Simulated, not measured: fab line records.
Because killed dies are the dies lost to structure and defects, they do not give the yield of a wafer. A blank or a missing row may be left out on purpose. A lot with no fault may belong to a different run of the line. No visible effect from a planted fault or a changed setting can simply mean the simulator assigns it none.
What tool caused it? || flow n5Finfet || 27 wafers from 9 lots sampled at 6 of the route's 1938 steps

## WHAT THE GAUGES SHOWED, per wafer
N5_WELL_APT_CD_MEAS_08: the cd target is 200 nm. Usual: cdNm 199.5 nm, standard deviation 1.8.
{"lot": "L324", "measured": "day 2 08:04", "on": "cdSem-01", "cdNm (nm)": "197.5 198.3 197.1", "flag": ""}
{"lot": "L326", "measured": "day 2 19:42", "on": "cdSem-03", "cdNm (nm)": "199.4 197.0 198.7", "flag": ""}
{"lot": "L327", "measured": "day 3 01:49", "on": "cdSem-03", "cdNm (nm)": "197.3 197.1 198.4", "flag": ""}
{"lot": "L329", "measured": "day 3 13:52", "on": "cdSem-02", "cdNm (nm)": "199.7 198.4 199.0", "flag": ""}
{"lot": "L340", "measured": "day 6 07:46", "on": "cdSem-01", "cdNm (nm)": "200.3 199.1 198.2", "flag": ""}
{"lot": "L342", "measured": "day 6 19:41", "on": "cdSem-02", "cdNm (nm)": "199.3 198.2 198.1", "flag": ""}
{"lot": "L343", "measured": "day 7 01:41", "on": "cdSem-01", "cdNm (nm)": "198.4 201.3 200.5", "flag": ""}

N5_WELL_APT_OVL_MEAS_09. Usual: NWELL_OVL gives 0 nm (standard deviation 5.8).
{"lot": "L324", "measured": "day 2 08:05", "on": "overlay-01", "NWELL_OVL (nm)": "-5 -7 -2", "flag": ""}
{"lot": "L326", "measured": "day 2 19:44", "on": "overlay-02", "NWELL_OVL (nm)": "0 -6 -1", "flag": ""}
{"lot": "L327", "measured": "day 3 01:51", "on": "overlay-01", "NWELL_OVL (nm)": "1 -2 1", "flag": ""}
{"lot": "L329", "measured": "day 3 13:54", "on": "overlay-02", "NWELL_OVL (nm)": "0 -4 0", "flag": ""}
{"lot": "L340", "measured": "day 6 07:48", "on": "overlay-02", "NWELL_OVL (nm)": "4 6 -5", "flag": ""}
{"lot": "L342", "measured": "day 6 19:43", "on": "overlay-02", "NWELL_OVL (nm)": "4 -1 7", "flag": ""}
{"lot": "L343", "measured": "day 7 01:43", "on": "overlay-02", "NWELL_OVL (nm)": "2 6 11", "flag": ""}

N5_BEOL_M4_RC_MEAS_101. Usual: DIBL_N 36.6 mV/V, standard deviation 1.9; DIBL_P 36.7 mV/V, standard deviation 2.2; IOFF_N 0.16 nA/um, standard deviation 0.035; IOFF_P 0.22 nA/um, standard deviation 0.038; ION_N 672 uA/um, standard deviation 14; ION_P 462 uA/um, standard deviation 8.3; SS_N 71.6 mV/dec, standard deviation 0.65; SS_P 73.5 mV/dec, standard deviation 0.72; VT_N 250 mV, standard deviation 3.5; VT_P -250 mV, standard deviation 3.1.
{"lot": "L324", "measured": "day 9 21:14", "on": "prober-02", "DIBL_N (mV/V)": "35.1 36.8 35.6", "DIBL_P (mV/V)": "35.1 37.9 36.8", "IOFF_N (nA/um)": "0.14 0.16 0.15", "IOFF_P (nA/um)": "0.18 0.22 0.21", "ION_N (uA/um)": "679 668 680", "ION_P (uA/um)": "466 460 469", "SS_N (mV/dec)": "71.7 71.1 70.9", "SS_P (mV/dec)": "72.6 74.0 72.8", "VT_N (mV)": "252 253 250", "VT_P (mV)": "-252 -251 -249", "flag": ""}
{"lot": "L326", "measured": "day 10 06:55", "on": "prober-02", "DIBL_N (mV/V)": "35.6 37.4 34.8", "DIBL_P (mV/V)": "35.6 37.6 36.4", "IOFF_N (nA/um)": "0.12 0.16 0.13", "IOFF_P (nA/um)": "0.20 0.22 0.21", "ION_N (uA/um)": "653 651 661", "ION_P (uA/um)": "462 448 462", "SS_N (mV/dec)": "71.6 72.3 70.8", "SS_P (mV/dec)": "72.9 73.5 73.2", "VT_N (mV)": "255 252 253", "VT_P (mV)": "-250 -251 -248", "flag": ""}
{"lot": "L327", "measured": "day 10 10:27", "on": "prober-02", "DIBL_N (mV/V)": "35.9 37.2 36.9", "DIBL_P (mV/V)": "36.8 37.1 37.2", "IOFF_N (nA/um)": "0.17 0.17 0.16", "IOFF_P (nA/um)": "0.24 0.22 0.23", "ION_N (uA/um)": "691 664 670", "ION_P (uA/um)": "476 455 462", "SS_N (mV/dec)": "71.0 72.0 72.5", "SS_P (mV/dec)": "73.7 74.0 74.4", "VT_N (mV)": "249 251 252", "VT_P (mV)": "-249 -249 -249", "flag": ""}
{"lot": "L329", "measured": "day 10 22:46", "on": "prober-01", "DIBL_N (mV/V)": "36.2 36.9 35.3", "DIBL_P (mV/V)": "36.5 37.1 35.5", "IOFF_N (nA/um)": "0.14 0.16 0.13", "IOFF_P (nA/um)": "0.21 0.23 0.20", "ION_N (uA/um)": "674 673 674", "ION_P (uA/um)": "459 467 465", "SS_N (mV/dec)": "71.4 71.7 71.0", "SS_P (mV/dec)": "73.3 74.2 73.5", "VT_N (mV)": "256 251 251", "VT_P (mV)": "-252 -245 -250", "flag": ""}
{"lot": "L340", "measured": "day 13 09:16", "on": "prober-02", "DIBL_N (mV/V)": "40.8 35.1 36.6", "DIBL_P (mV/V)": "42.0 35.6 36.8", "IOFF_N (nA/um)": "0.26 0.14 0.16", "IOFF_P (nA/um)": "0.32 0.21 0.21", "ION_N (uA/um)": "692 663 676", "ION_P (uA/um)": "467 457 462", "SS_N (mV/dec)": "72.9 71.1 71.7", "SS_P (mV/dec)": "74.4 73.1 73.4", "VT_N (mV)": "245 251 250", "VT_P (mV)": "-245 -249 -251", "flag": ""}
{"lot": "L342", "measured": "day 14 14:19", "on": "prober-02", "DIBL_N (mV/V)": "38.1 35.2 35.7", "DIBL_P (mV/V)": "37.1 34.2 34.4", "IOFF_N (nA/um)": "0.19 0.14 0.14", "IOFF_P (nA/um)": "0.25 0.19 0.21", "ION_N (uA/um)": "669 680 678", "ION_P (uA/um)": "458 466 474", "SS_N (mV/dec)": "71.4 71.2 71.6", "SS_P (mV/dec)": "73.8 72.6 73.6", "VT_N (mV)": "249 251 249", "VT_P (mV)": "-248 -250 -248", "flag": ""}
{"lot": "L343", "measured": "day 14 07:49", "on": "prober-02", "DIBL_N (mV/V)": "38.0 39.0 37.8", "DIBL_P (mV/V)": "37.2 39.1 36.6", "IOFF_N (nA/um)": "0.19 0.23 0.18", "IOFF_P (nA/um)": "0.26 0.31 0.25", "ION_N (uA/um)": "699 682 674", "ION_P (uA/um)": "472 467 463", "SS_N (mV/dec)": "71.8 71.8 72.4", "SS_P (mV/dec)": "73.5 74.1 73.6", "VT_N (mV)": "249 245 248", "VT_P (mV)": "-244 -244 -245", "flag": ""}

## WHICH TOOL RAN EACH LOT (tool, then ch and the chambers of the sampled wafers, then the start)
{"lot": "L324", "N5_ZERO_LAYER_ETCH_17": "rieDiel-06 ch 0,3, day 2 07:13", "N5_ZERO_LAYER_STRIP_24": "plasmaAsher-01 ch 0,1, day 2 07:23", "N5_PMOS_HMC_CHANNEL_EPI_HM_OPEN_15": "rieDiel-03 ch 0,1, day 2 11:58"}
{"lot": "L326", "N5_ZERO_LAYER_ETCH_17": "rieDiel-01 ch 0,2, day 2 18:51", "N5_ZERO_LAYER_STRIP_24": "plasmaAsher-02 ch 0,1, day 2 19:02", "N5_PMOS_HMC_CHANNEL_EPI_HM_OPEN_15": "rieDiel-03 ch 2,3, day 2 23:19"}
{"lot": "L327", "N5_ZERO_LAYER_ETCH_17": "rieDiel-03 ch 0,1,2, day 3 00:52", "N5_ZERO_LAYER_STRIP_24": "plasmaAsher-02 ch 0,1, day 3 01:02", "N5_PMOS_HMC_CHANNEL_EPI_HM_OPEN_15": "rieDiel-03 ch 1,2,3, day 3 05:28"}
{"lot": "L329", "N5_ZERO_LAYER_ETCH_17": "rieDiel-03 ch 0,1,2, day 3 12:52", "N5_ZERO_LAYER_STRIP_24": "plasmaAsher-01 ch 0,1, day 3 13:04", "N5_PMOS_HMC_CHANNEL_EPI_HM_OPEN_15": "rieDiel-01 ch 1,2, day 3 17:31"}
{"lot": "L332", "N5_ZERO_LAYER_ETCH_17": "rieDiel-01 ch 0,1,2, day 4 06:50", "N5_ZERO_LAYER_STRIP_24": "plasmaAsher-02 ch 0,1, day 4 07:02", "N5_PMOS_HMC_CHANNEL_EPI_HM_OPEN_15": "-"}
{"lot": "L333", "N5_ZERO_LAYER_ETCH_17": "rieDiel-06 ch 1,2, day 4 12:43", "N5_ZERO_LAYER_STRIP_24": "plasmaAsher-01 ch 0,1, day 4 12:53", "N5_PMOS_HMC_CHANNEL_EPI_HM_OPEN_15": "-"}
{"lot": "L340", "N5_ZERO_LAYER_ETCH_17": "rieDiel-01 ch 0,2, day 6 06:56", "N5_ZERO_LAYER_STRIP_24": "plasmaAsher-02 ch 0,1, day 6 07:07", "N5_PMOS_HMC_CHANNEL_EPI_HM_OPEN_15": "rieDiel-03 ch 1,2, day 6 11:34"}
{"lot": "L342", "N5_ZERO_LAYER_ETCH_17": "rieDiel-03 ch 0,2, day 6 18:43", "N5_ZERO_LAYER_STRIP_24": "plasmaAsher-01 ch 0,1, day 6 18:53", "N5_PMOS_HMC_CHANNEL_EPI_HM_OPEN_15": "rieDiel-06 ch 0,3, day 6 23:23"}
{"lot": "L343", "N5_ZERO_LAYER_ETCH_17": "rieDiel-03 ch 0,1, day 7 00:43", "N5_ZERO_LAYER_STRIP_24": "plasmaAsher-02 ch 0,1, day 7 00:54", "N5_PMOS_HMC_CHANNEL_EPI_HM_OPEN_15": "rieDiel-01 ch 0,2, day 7 05:22"}
- N5_ZERO_LAYER_ETCH_17: etches SiO2 in CF4, target depth 12 nm, time 13.3 s.
- N5_ZERO_LAYER_STRIP_24: strips in O2.
- N5_PMOS_HMC_CHANNEL_EPI_HM_OPEN_15: chemistry CHF3/O2, target SiO2, target depth 40.6 nm, time 20.3 s.

## AS READ BY THE TOOLS THEMSELVES (means over the sampled wafers that have a number; for cases with no such wafer, the mark the record gives instead)
N5_ZERO_LAYER_ETCH_17. Usual: biasW 214.9 W, standard deviation 0.66; cf4FlowSccm 100.03 sccm, standard deviation 0.28; drypumpMotorCurrentA 5.6 A, standard deviation 0.54; oesProductAu 0.79 a.u., standard deviation 0.078; rfVppV 950 V, standard deviation 3.9; showerheadPlenumPTorr 2.16 Torr, standard deviation 0.065; throttleValvePct 15.65 %, standard deviation 0.25.
{"lot": "L324", "tool": "rieDiel-06", "biasW (W)": 214.7, "cf4FlowSccm (sccm)": 100.08, "drypumpMotorCurrentA (A)": 6.2, "oesProductAu (a.u.)": 0.76, "rfVppV (V)": 950, "showerheadPlenumPTorr (Torr)": 2.17, "throttleValvePct (%)": 15.50, "flag": ""}
{"lot": "L326", "tool": "rieDiel-01", "biasW (W)": 214.6, "cf4FlowSccm (sccm)": 99.94, "drypumpMotorCurrentA (A)": 6.0, "oesProductAu (a.u.)": 0.77, "rfVppV (V)": 951, "showerheadPlenumPTorr (Torr)": 2.19, "throttleValvePct (%)": 15.73, "flag": ""}
{"lot": "L327", "tool": "rieDiel-03", "biasW (W)": 214.9, "cf4FlowSccm (sccm)": 100.08, "drypumpMotorCurrentA (A)": 5.2, "oesProductAu (a.u.)": 0.81, "rfVppV (V)": 950, "showerheadPlenumPTorr (Torr)": 2.15, "throttleValvePct (%)": 15.69, "flag": ""}
{"lot": "L329", "tool": "rieDiel-03", "biasW (W)": 214.8, "cf4FlowSccm (sccm)": 100.05, "drypumpMotorCurrentA (A)": 5.2, "oesProductAu (a.u.)": 0.81, "rfVppV (V)": 949, "showerheadPlenumPTorr (Torr)": 2.15, "throttleValvePct (%)": 15.71, "flag": ""}
{"lot": "L332", "tool": "rieDiel-01", "biasW (W)": "-", "cf4FlowSccm (sccm)": "-", "drypumpMotorCurrentA (A)": "-", "oesProductAu (a.u.)": "-", "rfVppV (V)": "-", "showerheadPlenumPTorr (Torr)": "-", "throttleValvePct (%)": "-", "flag": "OFF"}
{"lot": "L333", "tool": "rieDiel-06", "biasW (W)": "-", "cf4FlowSccm (sccm)": "-", "drypumpMotorCurrentA (A)": "-", "oesProductAu (a.u.)": "-", "rfVppV (V)": "-", "showerheadPlenumPTorr (Torr)": "-", "throttleValvePct (%)": "-", "flag": "OFF"}
{"lot": "L340", "tool": "rieDiel-01", "biasW (W)": 214.9, "cf4FlowSccm (sccm)": 100.24, "drypumpMotorCurrentA (A)": 5.9, "oesProductAu (a.u.)": 0.77, "rfVppV (V)": 953, "showerheadPlenumPTorr (Torr)": 2.21, "throttleValvePct (%)": 15.72, "flag": ""}
{"lot": "L342", "tool": "rieDiel-03", "biasW (W)": 214.5, "cf4FlowSccm (sccm)": 99.76, "drypumpMotorCurrentA (A)": 5.2, "oesProductAu (a.u.)": 0.87, "rfVppV (V)": 951, "showerheadPlenumPTorr (Torr)": 2.17, "throttleValvePct (%)": 15.48, "flag": ""}
{"lot": "L343", "tool": "rieDiel-03", "biasW (W)": 214.9, "cf4FlowSccm (sccm)": 100.05, "drypumpMotorCurrentA (A)": 5.2, "oesProductAu (a.u.)": 0.88, "rfVppV (V)": 947, "showerheadPlenumPTorr (Torr)": 2.12, "throttleValvePct (%)": 15.69, "flag": ""}

N5_ZERO_LAYER_STRIP_24. Usual: drypumpMotorCurrentA 5.88 A, standard deviation 0.25; heaterPowerW 338 W, standard deviation 27; oesProductAu 0.646 a.u., standard deviation 0.0047; stripTimeToEndpointS 43.88 s, standard deviation 0.09.
{"lot": "L324", "tool": "plasmaAsher-01", "drypumpMotorCurrentA (A)": 5.80, "heaterPowerW (W)": 325, "oesProductAu (a.u.)": 0.644, "stripTimeToEndpointS (s)": 43.87, "flag": ""}
{"lot": "L326", "tool": "plasmaAsher-02", "drypumpMotorCurrentA (A)": 6.08, "heaterPowerW (W)": 347, "oesProductAu (a.u.)": 0.645, "stripTimeToEndpointS (s)": 43.92, "flag": ""}
{"lot": "L327", "tool": "plasmaAsher-02", "drypumpMotorCurrentA (A)": 5.87, "heaterPowerW (W)": 363, "oesProductAu (a.u.)": 0.645, "stripTimeToEndpointS (s)": 43.83, "flag": ""}
{"lot": "L329", "tool": "plasmaAsher-01", "drypumpMotorCurrentA (A)": 5.72, "heaterPowerW (W)": 313, "oesProductAu (a.u.)": 0.648, "stripTimeToEndpointS (s)": 43.79, "flag": ""}
{"lot": "L332", "tool": "plasmaAsher-02", "drypumpMotorCurrentA (A)": 6.06, "heaterPowerW (W)": 346, "oesProductAu (a.u.)": 0.646, "stripTimeToEndpointS (s)": 44.39, "flag": "OFF"}
{"lot": "L333", "tool": "plasmaAsher-01", "drypumpMotorCurrentA (A)": 5.72, "heaterPowerW (W)": 317, "oesProductAu (a.u.)": 0.650, "stripTimeToEndpointS (s)": 44.22, "flag": "OFF"}
{"lot": "L340", "tool": "plasmaAsher-02", "drypumpMotorCurrentA (A)": 5.89, "heaterPowerW (W)": 360, "oesProductAu (a.u.)": 0.645, "stripTimeToEndpointS (s)": 43.81, "flag": ""}
{"lot": "L342", "tool": "plasmaAsher-01", "drypumpMotorCurrentA (A)": 5.80, "heaterPowerW (W)": 318, "oesProductAu (a.u.)": 0.644, "stripTimeToEndpointS (s)": 43.91, "flag": ""}
{"lot": "L343", "tool": "plasmaAsher-02", "drypumpMotorCurrentA (A)": 5.89, "heaterPowerW (W)": 358, "oesProductAu (a.u.)": 0.638, "stripTimeToEndpointS (s)": 43.91, "flag": ""}

N5_PMOS_HMC_CHANNEL_EPI_HM_OPEN_15. Usual: drypumpMotorCurrentA 5.5 A, standard deviation 0.57; oes_o_777_au 0.82 a.u., standard deviation 0.075; oesProductAu 0.81 a.u., standard deviation 0.077; rfVppV 526 V, standard deviation 6.8; showerheadPlenumPTorr 2.41 Torr, standard deviation 0.07; throttleValvePct 18.88 %, standard deviation 0.25.
{"lot": "L324", "tool": "rieDiel-03", "drypumpMotorCurrentA (A)": 5.3, "oes_o_777_au (a.u.)": 0.77, "oesProductAu (a.u.)": 0.78, "rfVppV (V)": 534, "showerheadPlenumPTorr (Torr)": 2.42, "throttleValvePct (%)": 19.07, "flag": ""}
{"lot": "L326", "tool": "rieDiel-03", "drypumpMotorCurrentA (A)": 4.8, "oes_o_777_au (a.u.)": 0.83, "oesProductAu (a.u.)": 0.82, "rfVppV (V)": 520, "showerheadPlenumPTorr (Torr)": 2.38, "throttleValvePct (%)": 18.86, "flag": ""}
{"lot": "L327", "tool": "rieDiel-03", "drypumpMotorCurrentA (A)": 4.9, "oes_o_777_au (a.u.)": 0.84, "oesProductAu (a.u.)": 0.85, "rfVppV (V)": 524, "showerheadPlenumPTorr (Torr)": 2.38, "throttleValvePct (%)": 18.91, "flag": ""}
{"lot": "L329", "tool": "rieDiel-01", "drypumpMotorCurrentA (A)": 5.8, "oes_o_777_au (a.u.)": 0.79, "oesProductAu (a.u.)": 0.77, "rfVppV (V)": 527, "showerheadPlenumPTorr (Torr)": 2.39, "throttleValvePct (%)": 18.97, "flag": ""}
{"lot": "L340", "tool": "rieDiel-03", "drypumpMotorCurrentA (A)": 5.0, "oes_o_777_au (a.u.)": 0.83, "oesProductAu (a.u.)": 0.83, "rfVppV (V)": 526, "showerheadPlenumPTorr (Torr)": 2.37, "throttleValvePct (%)": 18.99, "flag": ""}
{"lot": "L342", "tool": "rieDiel-06", "drypumpMotorCurrentA (A)": 6.4, "oes_o_777_au (a.u.)": 0.88, "oesProductAu (a.u.)": 0.88, "rfVppV (V)": 525, "showerheadPlenumPTorr (Torr)": 2.44, "throttleValvePct (%)": 18.40, "flag": ""}
{"lot": "L343", "tool": "rieDiel-01", "drypumpMotorCurrentA (A)": 6.0, "oes_o_777_au (a.u.)": 0.77, "oesProductAu (a.u.)": 0.74, "rfVppV (V)": 533, "showerheadPlenumPTorr (Torr)": 2.44, "throttleValvePct (%)": 18.97, "flag": ""}

## THE ANSWER, worked out from the rows above alone
Rule: lot off if the mean of its wafers having a number is beyond 3 standard deviations from the usual mean. Also off: a lot with no number at a reading for which 4 or more lots have one. Any other lot the step has rows for is counted as sound. First the gauges in route order, then the tools' own readings, where a lot's mean is used as printed above. At the first step where some lot is off, the reading lying furthest off is the one used; lots without a number count as furthest.
Off, at N5_ZERO_LAYER_ETCH_17 on biasW: L332, L333. Without a number there: L332, L333.
If a tool, at that step or one of the process steps before it, ran each lot that is off and ran no sound lot following the first of them, it fits. Of those tried, none fits.

## WHAT THE SIMULATOR HAD INSERTED
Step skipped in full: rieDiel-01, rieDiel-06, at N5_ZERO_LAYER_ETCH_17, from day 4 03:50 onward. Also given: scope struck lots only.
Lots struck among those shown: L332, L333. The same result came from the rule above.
